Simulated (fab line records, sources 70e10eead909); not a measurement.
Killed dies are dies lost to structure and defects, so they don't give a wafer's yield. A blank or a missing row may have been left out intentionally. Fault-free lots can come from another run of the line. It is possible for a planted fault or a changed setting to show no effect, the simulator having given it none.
A struck lot beside a sound one -- flow nandHarc -- 41 out of 1302 route steps
Sound: the wafers L149.2, L149.3, L149.4. Struck: wafers L141.1, L141.3, L141.4. The cause comes at the end.
At each step with rows: each side's tool, then ch and its chambers, then its first start. Under that, the readings that differ: sound wafers -- struck wafers -- difference of the means -- sigmas: that difference in standard deviations of wafers without a fault.
alike: a reading whose means differ by less than 2 such deviations, as well as words and numbers matching on both sides. not compared: withheld readings; readings where some wafer has no value; bounds like >300 that might hide an equal value; numbers whose values overlap and for which the record gives no deviation.
The two part at a step that has a row with sigmas, a row that says differs or no value, or rows on one side only. When numbers do not overlap yet have no deviation, they are printed without sigmas and do not part them. Lack of a reading on every wafer of one side parts them only where that side has two or more wafers.

first, 7 steps without rows for these wafers: NHARC_A_M1_COAT_34 (time 65 s); NHARC_A_M1_COAT_03 (resist thk 90 nm); NHARC_A_M1_SOFTBAKE_04 (time 55 s); NHARC_A_M1_EBR_05; NHARC_A_M1_EXPOSE_06 (exposes mask A M1, target cd 120 nm); NHARC_A_M1_PEB_07 (peb time 65 s); NHARC_A_M1_DEVELOP_08 (develop time 35 s).
NHARC_A_M1_CD_MEAS_09: the cd target is 120 nm.
  sound on cdSem-01 ch 0, day 31 00:02; struck on cdSem-03 ch 0, day 27 09:17
  alike: cdNm
NHARC_A_M1_OVL_MEAS_10: pitch 240 nm.
  struck on overlay-02, day 27 09:22; sound on overlay-02, day 31 00:07
  alike: overlayXNm, overlayYNm
NHARC_A_M1_INSPECT_11:
  struck on defectInspect-02, day 27 09:24; sound on defectInspect-01, day 31 00:09
  alike: rawDefectCount
then, 2 steps without rows for these wafers: NHARC_A_M1_DESCUM_14 (chemistry O2, time 3 s); NHARC_A_M1_ETCH_35 (etches the open film in N2/H2, target depth 40 nm, overetch 12 nm, time 43.94 s).
NHARC_A_M1_ETCH_15: etches the open film in C4F8/Ar, target depth 182.5 nm, time 91.2 s.
  sound on rieDiel-07 ch 0,1,3, day 31 00:23; struck on rieDiel-07 ch 0,1,3, day 27 09:38
reading,sound,struck,difference,sigmas
rfHoursCounterH (h),3.7 3.9 3.7,8.7 8.0 7.4,+4.3,
  alike: oesProductAu, rfFwdPowerW, rfVppV
NHARC_A_M1_CD_MEAS_16:
  struck on cdSem-02, day 27 09:46; sound on cdSem-01, day 31 00:31
  alike: cdNm
NHARC_A_M1_STRIP_18: strips in N2/H2.
  sound on rieDiel-01 ch 0,1,3, day 31 00:35; struck on rieDiel-01 ch 1,2,3, day 27 09:52
reading,sound,struck,difference,sigmas
rfHoursCounterH (h),3.3 3.5 4.1,1.4 1.3 1.2,-2.3,
  alike: drypumpMotorCurrentA, oesProductAu, rfFwdPowerW, rfVppV, showerheadPlenumPTorr, throttleValvePct
NHARC_A_M1_ETCH_28: etches the open film in CF4/N2, target depth 30 nm, time 72.99 s.
  sound on rieDiel-01 ch 0,1,2; struck on rieDiel-01 ch 0,2,3
reading,sound,struck,difference,sigmas
rfHoursCounterH (h),3.6 4.3 4.2,1.3 1.2 1.4,-2.7,
  alike: drypumpMotorCurrentA, oesProductAu, rfFwdPowerW, rfVppV, showerheadPlenumPTorr, throttleValvePct
then, 3 steps without rows for these wafers: NHARC_A_M1_STRIP_19 (strips in post etch residue remover, time 600 s); NHARC_A_M1_DEGAS_29 (time 60 s); NHARC_A_M1_PRE_CLEAN_30 (time 30 s).
NHARC_A_M1_PVD_20: deposits TaN, target thk 5 nm, time 8.06 s.
  sound on pvdSputter-03; struck on pvdSputter-02
  alike: throttleValvePct
then, 2 steps without rows for these wafers: NHARC_A_M1_PVD_21 (deposits Cu, target thk 30 nm, time 20.49 s); NHARC_A_M1_ECD_22 (material Cu, target thk 400 nm).
NHARC_A_M1_ANNEAL_31: time 90 s.
  sound on rtpAnneal-02 ch 0, day 31 02:02; struck on rtpAnneal-02 ch 0, day 27 11:16
  alike: annealTempCMax, wafer_temp_C_max
then, 1 step without rows for these wafers: NHARC_A_M1_CMP_23 (polishes, t overpolish 20 s, target thk 154.34 nm).
NHARC_A_M1_THK_MEAS_24: measures by xrf.
  struck on filmMetro-01, day 27 12:14; sound on filmMetro-01, day 31 02:38
  alike: thkNm
next, for these wafers, 1 step has no rows: NHARC_A_M1_SRD_25.
NHARC_A_M1_PRE_CLEAN_32: time 12 s.
  sound on pecvd-01 ch 0,2, day 31 02:52; struck on pecvd-01 ch 0,2, day 27 12:41
  alike: heaterPowerOuterW, heaterPowerW, rfFwdPowerW
then, 3 steps without rows for these wafers: NHARC_A_M1_DEP_33 (deposits SiCN, target thk 30 nm); NHARC_A_BONDPAD_DEP_00 (deposits SiCN, target thk 250 nm); NHARC_A_BONDPAD_CMP_29 (polishes SiCN, target thk 200 nm).
NHARC_A_BONDPAD_THK_MEAS_30: measures by ellipsometry.
  struck on filmMetro-01, day 27 13:58; sound on filmMetro-01, day 31 04:10
  alike: thkNm
then, 9 steps without rows for these wafers: NHARC_A_BONDPAD_SRD_31; NHARC_A_BONDPAD_DEHYDRATE_01 (time 120 s); NHARC_A_BONDPAD_HMDS_02 (time 30 s); NHARC_A_BONDPAD_COAT_33 (time 65 s); NHARC_A_BONDPAD_COAT_03 (resist thk 600 nm); NHARC_A_BONDPAD_SOFTBAKE_04 (time 70 s); NHARC_A_BONDPAD_EBR_05; NHARC_A_BONDPAD_EXPOSE_06 (exposes mask A BPAD); NHARC_A_BONDPAD_PEB_07 (peb time 80 s).
NHARC_END_SORT_01:
  sound on prober-01 ch 0, day 32 18:22; struck on prober-02 ch 0, day 28 22:01
reading,sound,struck,difference,sigmas
defectLimitedYield (%),90.3 92.2 90.1,78.9 85.2 75.8,-10.9,-4
killedAtArray,60 52 63,139 95 159,+73,+4
killedDies,66 53 67,143 100 164,+74,+4
sort_bin_2_pct (%),3.5 4.0 4.1,8.6 6.2 11.2,+4.8,+4
sort_bin_3_pct (%),1.2 0.4 0.7,3.2 2.4 2.2,+1.8,+5
sort_bin_4_pct (%),5.0 3.4 5.0,9.3 6.2 10.8,+4.3,+3
sortNPass,611 624 610,534 577 513,-74,-4
sortYieldPct (%),90.3 92.2 90.1,78.9 85.2 75.8,-10.9,-4
  alike: killedAtOther, killedAtPeriphery, killedOpen, killedShort, sortRimYieldPct

## WHERE THEY PART
Only at NHARC_END_SORT_01, within this record.

WHY: what had been put in by the simulator
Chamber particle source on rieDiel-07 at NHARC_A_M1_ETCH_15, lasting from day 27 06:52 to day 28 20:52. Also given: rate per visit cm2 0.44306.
